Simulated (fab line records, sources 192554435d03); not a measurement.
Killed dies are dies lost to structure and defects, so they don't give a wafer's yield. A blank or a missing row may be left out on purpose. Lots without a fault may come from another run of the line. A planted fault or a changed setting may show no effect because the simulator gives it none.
Which tool did it? | flow n5_finfet | 11 lots, 32 wafers sampled, at 5 steps of a route of 1938

WHAT THE GAUGES READ, wafer by wafer
N5_SDB_THK_MEAS_31. Usual: SDB_THK 64.8 nm, standard deviation 1.1.
lot  | measured    | on            | SDB_THK (nm)   | flag
L267 | day 3 23:52 | film_metro-02 | 67.1 65.1 65.3 |
L268 | day 4 04:20 | film_metro-02 | 66.6 65.8 65.3 |
L269 | day 4 14:02 | film_metro-02 | 64.0 63.8 66.2 |
L277 | day 6 10:08 | film_metro-02 | 63.1 63.8 63.6 |
L279 | day 6 21:48 | film_metro-01 | 63.7 65.8 65.1 |
L282 | day 7 20:50 | film_metro-01 | 64.7 64.2 64.7 |
L284 | day 8 05:25 | film_metro-02 | 63.2 63.4 65.4 |
L286 | day 8 18:20 | film_metro-01 | 64.5 65.3 64.9 |
L287 | day 8 20:17 | film_metro-02 | 65.6 67.0      |
L288 | day 9 03:13 | film_metro-02 | 64.7 65.4 63.6 |
L290 | day 9 16:14 | film_metro-02 | 64.0 65.6 64.4 |

N5_BEOL_M4_RC_MEAS_101. Usual: DIBL_N 36.1 mV/V, standard deviation 1.9; DIBL_P 36.4 mV/V, standard deviation 2.5; IOFF_N 0.16 nA/um, standard deviation 0.036; IOFF_P 0.22 nA/um, standard deviation 0.038; ION_N 672 uA/um, standard deviation 11; ION_P 462 uA/um, standard deviation 8; SS_N 71.6 mV/dec, standard deviation 0.68; SS_P 73.3 mV/dec, standard deviation 0.77; VT_N 250 mV, standard deviation 3.3; VT_P -250 mV, standard deviation 3.6.
lot  | measured     | on        | DIBL_N (mV/V)  | DIBL_P (mV/V)  | IOFF_N (nA/um) | IOFF_P (nA/um) | ION_N (uA/um) | ION_P (uA/um) | SS_N (mV/dec)  | SS_P (mV/dec)  | VT_N (mV)   | VT_P (mV)      | flag
L267 | day 9 03:20  | prober-01 | 36.4 38.0 35.3 | 38.9 40.3 37.8 | 0.17 0.20 0.15 | 0.25 0.28 0.23 | 680 678 668   | 467 466 472   | 71.6 72.7 71.4 | 73.4 74.9 73.2 | 249 246 251 | -249 -246 -247 |
L268 | day 9 03:11  | prober-02 | 36.0 37.3 34.0 | 37.4 39.0 34.3 | 0.15 0.18 0.12 | 0.20 0.24 0.16 | 672 677 667   | 462 466 459   | 71.8 72.3 70.9 | 72.7 73.0 72.2 | 253 248 255 | -249 -245 -253 |
L269 | day 9 06:34  | prober-02 | 35.8 37.0 36.3 | 34.5 37.0 37.3 | 0.14 0.16 0.16 | 0.20 0.23 0.24 | 664 664 679   | 457 454 465   | 70.9 72.2 71.7 | 72.5 74.0 73.3 | 252 251 249 | -250 -248 -247 |
L277 | day 10 18:54 | prober-01 | 38.3 37.5 37.4 | 37.8 37.4 37.0 | 0.18 0.17 0.17 | 0.20 0.20 0.19 | 662 677 661   | 444 458 447   | 72.8 71.7 72.4 | 74.3 73.9 73.7 | 252 250 252 | -257 -255 -257 |
L279 | day 11 18:03 | prober-01 | 38.7 36.9 39.0 | 39.9 36.2 39.8 | 0.19 0.15 0.20 | 0.30 0.23 0.28 | 674 667 693   | 465 461 476   | 72.4 72.3 72.3 | 74.5 73.8 74.2 | 250 251 247 | -245 -248 -243 |
L282 | day 13 00:07 | prober-01 | 34.9 35.8 37.4 | 33.6 32.5 36.1 | 0.13 0.14 0.16 | 0.24 0.22 0.30 | 663 660 672   | 472 463 474   | 70.4 70.8 71.4 | 72.7 73.4 73.4 | 251 250 252 | -243 -242 -240 |
L284 | day 13 19:37 | prober-02 | 36.5 36.6 37.9 | 35.0 35.6 36.2 | 0.16 0.16 0.18 | 0.22 0.22 0.23 | 678 685 677   | 466 472 468   | 71.7 71.8 72.0 | 72.2 73.8 72.8 | 249 250 250 | -248 -249 -248 |
L286 | day 13 21:09 | prober-02 | 36.5 37.7 34.7 | 37.3 37.8 34.8 | 0.16 0.18 0.13 | 0.22 0.22 0.18 | 675 683 659   | 468 462 456   | 71.6 71.6 71.2 | 73.4 74.1 73.0 | 249 251 251 | -249 -251 -254 |
L287 | day 13 22:59 | prober-01 | 33.9 34.4      | 32.8 35.4      | 0.14 0.14      | 0.20 0.23      | 669 675       | 474 474       | 71.3 71.8      | 71.6 73.3      | 251 252     | -247 -244      |
L288 | day 14 07:13 | prober-02 | 36.8 36.6 33.1 | 36.3 34.5 31.4 | 0.16 0.15 0.10 | 0.22 0.20 0.15 | 688 669 654   | 470 459 459   | 71.9 71.0 70.5 | 73.3 73.1 72.1 | 249 253 255 | -249 -250 -255 |
L290 | day 14 16:37 | prober-01 | 36.8 36.1 36.7 | 36.1 33.4 35.1 | 0.15 0.13 0.14 | 0.17 0.14 0.16 | 663 655 660   | 446 442 445   | 71.7 71.0 72.1 | 73.0 71.8 73.0 | 253 256 255 | -254 -258 -257 |

WHICH TOOL RAN EACH LOT (tool, then ch and the chambers of the sampled wafers, then the start)
lot  | N5_HKMG_FIN_HK_ALD_01           | N5_HKMG_FIN_HK_ANNEAL_02        | N5_HKMG_FIN_COAT_42
L267 | ald_hk-01 ch 0,1,2, day 4 00:29 | rtp_anneal-02 ch 0, day 4 00:40 | litho_track-02 ch 0, day 4 01:04
L268 | ald_hk-02 ch 0,3, day 4 04:57   | rtp_anneal-02 ch 0, day 4 05:08 | litho_track-05 ch 0, day 4 05:33
L269 | ald_hk-03 ch 0,1,3, day 4 14:38 | rtp_anneal-01 ch 0, day 4 14:58 | litho_track-02 ch 0, day 4 15:22
L277 | ald_hk-03 ch 0,2,3, day 6 10:46 | rtp_anneal-01 ch 0, day 6 11:07 | litho_track-01 ch 0, day 6 11:37
L279 | ald_hk-03 ch 0,1,2, day 6 22:40 | rtp_anneal-01 ch 0, day 6 22:51 | litho_track-01 ch 0, day 6 23:14
L282 | ald_hk-03 ch 0,1,2, day 7 21:36 | rtp_anneal-02 ch 0, day 7 21:58 | litho_track-05 ch 0, day 7 22:30
L284 | ald_hk-03 ch 0,1,2, day 8 06:04 | rtp_anneal-02 ch 0, day 8 06:31 | litho_track-05 ch 0, day 8 06:50
L286 | ald_hk-02 ch 0,1,2, day 8 18:58 | rtp_anneal-02 ch 0, day 8 19:14 | litho_track-02 ch 0, day 8 19:37
L287 | ald_hk-01 ch 1,3, day 8 20:53   | rtp_anneal-02 ch 0, day 8 21:13 | litho_track-02 ch 0, day 8 21:31
L288 | ald_hk-02 ch 0,1, day 9 03:53   | rtp_anneal-02 ch 0, day 9 04:15 | litho_track-05 ch 0, day 9 04:35
L290 | ald_hk-03 ch 0,1,2, day 9 16:50 | rtp_anneal-01 ch 0, day 9 17:02 | litho_track-05 ch 0, day 9 17:26
- N5_HKMG_FIN_HK_ALD_01: deposits HfO2, target thk 1.6 nm, pulse time 3 s, purge time 3 s.
- N5_HKMG_FIN_HK_ANNEAL_02: time 30 s.
- N5_HKMG_FIN_COAT_42: time 60 s, resist thk 35 nm.

WHAT THE TOOLS THEMSELVES READ (means of the sampled wafers that have a number; where no wafer has one, the mark that the record gives instead)
N5_HKMG_FIN_HK_ALD_01. Usual: precursor_pulse_height_rel 0.999, standard deviation 0.02.
lot  | tool      | precursor_pulse_height_rel | flag
L267 | ald_hk-01 | 1.009                      |
L268 | ald_hk-02 | 0.996                      |
L269 | ald_hk-03 | 1.003                      |
L277 | ald_hk-03 | 0.994                      |
L279 | ald_hk-03 | 0.982                      |
L282 | ald_hk-03 | 0.976                      |
L284 | ald_hk-03 | 0.999                      |
L286 | ald_hk-02 | 0.998                      |
L287 | ald_hk-01 | 0.978                      |
L288 | ald_hk-02 | 1.010                      |
L290 | ald_hk-03 | 0.988                      |

N5_HKMG_FIN_HK_ANNEAL_02. Usual: lamp_power_pct 8.81 %, standard deviation 0.052; wafer_temp_C_max 702.8, standard deviation 0.65.
lot  | tool          | lamp_power_pct (%) | wafer_temp_C_max | flag
L267 | rtp_anneal-02 | 8.82               | 702.7            |
L268 | rtp_anneal-02 | 8.87               | 702.6            |
L269 | rtp_anneal-01 | 8.86               | 702.9            |
L277 | rtp_anneal-01 | 8.83               | 702.7            |
L279 | rtp_anneal-01 | 8.80               | 702.9            |
L282 | rtp_anneal-02 | 8.78               | 703.3            |
L284 | rtp_anneal-02 | 8.79               | 702.5            |
L286 | rtp_anneal-02 | 8.83               | 702.6            |
L287 | rtp_anneal-02 | 8.79               | 703.2            |
L288 | rtp_anneal-02 | 8.80               | 702.9            |
L290 | rtp_anneal-01 | 8.80               | 704.2            |

N5_HKMG_FIN_COAT_42. Usual: dispense_pressure_kPa 48.8 kPa, standard deviation 2.4; exhaust_pa 45.0 Pa, standard deviation 0.89; spin_speed_rpm 1499.8 rpm, standard deviation 1.1.
lot  | tool           | dispense_pressure_kPa (kPa) | exhaust_pa (Pa) | spin_speed_rpm (rpm) | flag
L267 | litho_track-02 | 50.8                        | 45.8            | 1499.2               |
L268 | litho_track-05 | 50.1                        | 44.5            | 1500.6               |
L269 | litho_track-02 | 50.8                        | 44.7            | 1499.2               |
L277 | litho_track-01 | 45.1                        | 46.3            | 1586.7               | OFF
L279 | litho_track-01 | 45.1                        | 45.0            | 1586.6               | OFF
L282 | litho_track-05 | 50.0                        | 45.2            | 1500.5               |
L284 | litho_track-05 | 50.0                        | 44.5            | 1498.5               |
L286 | litho_track-02 | 50.8                        | 44.9            | 1500.3               |
L287 | litho_track-02 | 50.8                        | 44.8            | 1500.7               |
L288 | litho_track-05 | 50.0                        | 45.0            | 1499.3               |
L290 | litho_track-05 | 50.0                        | 45.1            | 1499.4               |

THE ANSWER, worked out from the rows above alone
Rule: a lot is off if the mean of its wafers that have a number lies more than 3 standard deviations from the usual mean. A lot without any number at a reading at which 4 lots or more have one is off too. The other lots that the step has rows for count as sound. The gauges are gone through in route order, then the tools' own readings, and for those a lot's mean is taken as printed above. The first step at which some lot is off is used, and at that step the reading that is off furthest; a lot without a number counts as furthest.
Off: L277, L279, at N5_HKMG_FIN_COAT_42 (spin_speed_rpm).
A tool fits if, at that step or a process step before it, it ran every lot that is off, and no sound lot after the first of them. One fits: litho_track-01 at N5_HKMG_FIN_COAT_42. It ran no sound lot before its first lot that is off in this sample, so the start can't be narrowed down.
The tool's own readings at N5_HKMG_FIN_COAT_42 bear it out: on the lots that are off they differ by more than 5 times the standard deviation of the sound lots' means. dispense_pressure_kPa reads 45.1 kPa there against 50.4 kPa on the sound lots; spin_speed_rpm reads 1586.7 rpm there against 1499.7 rpm on the sound lots.

WHAT THE SIMULATOR HAD PUT IN
Process parameter drift: litho_track-01, from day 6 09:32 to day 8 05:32, at N5_HKMG_FIN_COAT_42. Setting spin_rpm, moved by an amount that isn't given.
Lots struck among those shown: L277, L279. The rule above found the same.
